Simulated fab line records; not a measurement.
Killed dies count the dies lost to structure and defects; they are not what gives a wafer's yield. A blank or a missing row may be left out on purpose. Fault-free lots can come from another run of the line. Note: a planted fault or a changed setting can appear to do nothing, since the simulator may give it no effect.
Comparing a struck lot with a sound one | flow n5_finfet | 22 out of 1938 route steps
Sound: the wafers L358.3, L358.4, L358.6. Wafers struck: L368.2, L368.4, L368.5. Last of all comes the cause.
Each step with rows lists, per side, the tool, then ch with its chambers, then its first start. Under that, the readings that differ: sound wafers | struck wafers | difference of the means | sigmas: that difference in standard deviations of wafers without a fault.
alike: same words and numbers on both sides, and readings whose means sit less than 2 such deviations apart. not compared: any withheld reading, any reading some wafer has no value for, any bound like >300 that may hide the same value, and any number with overlapping values for which the record gives no deviation.
The two part at a step that has a row with sigmas, a row that says differs or no value, or rows on one side only. Numbers that have no deviation but don't overlap get no sigmas and don't part them. A reading that every wafer of one side lacks parts them only if that side has two wafers or more.

first, 7 steps without rows for these wafers: N5_BEOL_M4_COAT_73 (time 60 s, resist thk 5 nm); N5_BEOL_M4_COAT_05 (resist thk 30 nm); N5_BEOL_M4_EBR_07; N5_BEOL_M4_SOFTBAKE_06 (time 60 s); N5_BEOL_M4_EXPOSE_08 (exposes mask M4); N5_BEOL_M4_PEB_09 (peb time 60 s); N5_BEOL_M4_DEVELOP_10 (develop time 30 s).
N5_BEOL_M4_CD_MEAS_11 targets a cd of 16.79 nm.
  sound on cd_sem-01 ch 0, day 11 11:08; struck on cd_sem-01 ch 0, day 14 04:35
  alike: cd_nm
N5_BEOL_M4_OVL_MEAS_12:
  sound on overlay-02 ch 0, day 11 11:10; struck on overlay-02 ch 0, day 14 04:37
  alike: M4_OVL
N5_BEOL_M4_INSPECT_13: inspects for defects (brightfield).
  sound on defect_inspect-01, day 11 11:13; struck on defect_inspect-01, day 14 04:40
  alike: raw_defect_count
N5_BEOL_M4_DESCUM_16: chemistry O2, time 7 s.
  sound on rie_diel-01 ch 0,2, day 11 11:15; struck on rie_diel-01 ch 0,1,2, day 14 04:46
  alike: drypump_motor_current_A, oes_product_au, rf_vpp_V, showerhead_plenum_p_Torr, throttle_valve_pct
  not compared: rf_hours_counter_h
N5_BEOL_M4_ETCH_74: etches underlayer in N2/H2, target depth 6.5 nm, time 5.2 s.
  sound on rie_diel-01 ch 0,2, day 11 11:17; struck on rie_diel-01 ch 0,1,2, day 14 04:48
  alike: bias_w, chamber_pressure_mTorr, drypump_motor_current_A, etch_rf_on_time_s, oes_product_au, rf_vpp_V, showerhead_plenum_p_Torr, throttle_valve_pct
  not compared: rf_hours_counter_h
N5_BEOL_M4_ETCH_63: etches SiARC in CF4, target depth 15.6 nm, time 26 s.
  sound on rie_diel-01 ch 0,2, day 11 11:19; struck on rie_diel-01 ch 0,1,2, day 14 04:49
  no value came back on the struck wafers for any of 9 readings (bias_w (W), cf4_flow_sccm (sccm) and others); on the sound wafers bias_w (W) reads 35.98 35.87 36.05
  reading                                      | sound          | struck         | difference | sigmas
  model.CAR-EUV_of_BEOL_M4_COAT_05.thk_nm (nm) | 11.2 11.2 11.2 | 20.6 20.4 20.4 | +9.3       |
  not compared: rf_hours_counter_h
N5_BEOL_M4_ETCH_64: etches SOC in N2/H2, target depth 75 nm, overetch 22.5 nm, time 121.9 s.
  sound on rie_diel-01 ch 0,2, day 11 11:20; struck on rie_diel-01 ch 0,1,2, day 14 04:51
  reading               | sound          | struck         | difference | sigmas
  oes_product_au (a.u.) | 0.54 0.60 0.54 | 0.26 0.29 0.34 | -0.26      | -5
  alike: bias_w, chamber_pressure_mTorr, drypump_motor_current_A, rf_vpp_V, showerhead_plenum_p_Torr, throttle_valve_pct
  not compared: rf_hours_counter_h
then, 2 steps without rows for these wafers: N5_BEOL_M4_STRIP_65 (strips in N2/H2); N5_BEOL_M4_STRIP_75 (strips in N2/H2).
N5_BEOL_M4_STRIP_66: strips in CF4.
  sound on rie_diel-01 ch 0,2, day 11 11:28; struck on rie_diel-01 ch 0,1,2, day 14 04:59
  alike: drypump_motor_current_A, oes_product_au, power_w, rf_vpp_V, showerhead_plenum_p_Torr, throttle_valve_pct
  not compared: rf_hours_counter_h
N5_BEOL_M4_HM_OPEN_17: chemistry Cl2/BCl3, target TiN, target depth 20 nm, overetch 6 nm.
  sound on rie_metal-02 ch 0,1, day 11 11:37; struck on rie_metal-01 ch 0,1, day 14 05:01
  reading                     | sound          | struck         | difference | sigmas
  drypump_motor_current_A (A) | 5.4 5.4 5.4    | 6.3 6.4 6.3    | +0.9       | +2
  oes_product_au (a.u.)       | 0.58 0.66 0.65 | 0.26 0.28 0.26 | -0.36      | -5
  alike: mfc_ar_sccm, throttle_valve_pct
  not compared: rf_hours_counter_h
N5_BEOL_M4_STRIP_19: strips in O2.
  sound on rie_diel-04 ch 0,2,3, day 11 11:41; struck on rie_diel-01 ch 2,3, day 14 05:08
  alike: drypump_motor_current_A, oes_product_au, rf_vpp_V, showerhead_plenum_p_Torr, throttle_valve_pct
  not compared: rf_hours_counter_h
N5_BEOL_M4_CD_MEAS_18: pitch 36 nm, target cd 18 nm.
  sound on cd_sem-03, day 11 11:46; struck on cd_sem-02, day 14 05:12
  reading    | sound          | struck | difference                    | sigmas
  cd_nm (nm) | 18.5 17.6 18.2 | - - -  | no value on the struck wafers |
then, 1 step without rows for these wafers: N5_BEOL_M4_COAT_67 (time 60 s, resist thk 60 nm).
N5_BEOL_M4_RC_MEAS_101:
  the record has rows for the sound wafers here (prober-01 ch 0, day 13 22:16) and none for the struck ones

## WHERE THEY PART
First at N5_BEOL_M4_ETCH_63; last, within this record, at N5_BEOL_M4_RC_MEAS_101.

WHY: what had been put in by the simulator
Whole step skipped at N5_BEOL_M4_ETCH_63 on rie_diel-01, starting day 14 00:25. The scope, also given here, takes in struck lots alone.
